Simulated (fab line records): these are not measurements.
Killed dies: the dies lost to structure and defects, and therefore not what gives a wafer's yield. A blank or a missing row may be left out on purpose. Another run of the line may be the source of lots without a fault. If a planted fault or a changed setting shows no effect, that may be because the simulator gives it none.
A single fault, viewed from 2 desks | flow nandHarc | what lay behind the numbers comes last; until then each desk has only its own

== AT THE METROLOGY DESK ==
Lot by lot, what the gauges showed, no matter which tool ran the lot: averages of those sampled wafers that carry a number. A lot is out of limits, marked OUT, if its mean lies more than 4 standard deviations from the usual mean; the brackets give that distance.
Columns: A = thkNm at NHARC_A_ONON_D2_THK_MEAS_11, usual 997 nm
lot  | first seen here | A
L714 | day 12 19:44    | 999
L716 | day 13 01:11    | 1003
L715 | day 13 01:11    | 997
L717 | day 13 15:49    | 984
L718 | day 14 11:44    | 1005
L720 | day 14 21:56    | 1010
L723 | day 16 08:22    | 1012
L728 | day 18 22:34    | 999
L731 | day 19 15:53    | 1155 (+18) OUT
L733 | day 20 12:43    | 1343 (+39) OUT
L734 | day 20 18:18    | 1004
L735 | day 21 00:58    | 995
L736 | day 21 15:22    | 981
L737 | day 22 03:56    | 1004
Finding of this desk: L731, L733 out of limits; the first was L731 at day 19 15:53, on thkNm at NHARC_A_ONON_D2_THK_MEAS_11. Within limits: L714, L716, L715, L717, L718, L720, L723, L728, L734, L735, L736, L737.

== FOR THE TOOL OWNER'S DESK: pecvdOnon-04 ==
The tool's own readings at NHARC_A_ONON_D2_DEP_09 (target thk 1000 nm): means of the sampled wafers that have a number, for each lot that ran on this tool. A lot is out of limits, marked OUT, if its mean lies more than 4 standard deviations from the usual mean; the brackets give that distance.
Columns: A = n2FlowSccm at NHARC_A_ONON_D2_DEP_09, usual 2751 sccm; B = n2oFlowSccm at NHARC_A_ONON_D2_DEP_09, usual 2000 sccm
lot  | first seen here | A    | B
L716 | day 13 00:40    | 2750 | 2001
L720 | day 14 21:26    | 2751 | 2003
L728 | day 18 22:14    | 2731 | 1997
L731 | day 19 15:22    | 2755 | 2003
L733 | day 20 12:14    | 2748 | 2001
This desk found nothing out of limits on any of the 5 lots.

== BROUGHT TOGETHER ==
At day 19 15:53 the metrology desk could have sounded an alarm, on L731, L733.
The tool owner's desk saw nothing out of limits.
Tool owner's desk: L731, L733 on record, inside its limits.
NHARC_A_ONON_D2_DEP_09 was run on pecvdOnon-04 by each of the lots named.

== WHAT THE SIMULATOR HAD PUT IN ==
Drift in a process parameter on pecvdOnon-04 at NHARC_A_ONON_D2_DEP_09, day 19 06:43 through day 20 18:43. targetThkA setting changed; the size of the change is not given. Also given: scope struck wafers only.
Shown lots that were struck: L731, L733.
Per desk, hours elapsed from the start of the fault to the first reading out of limits: for the metrology desk, 9.
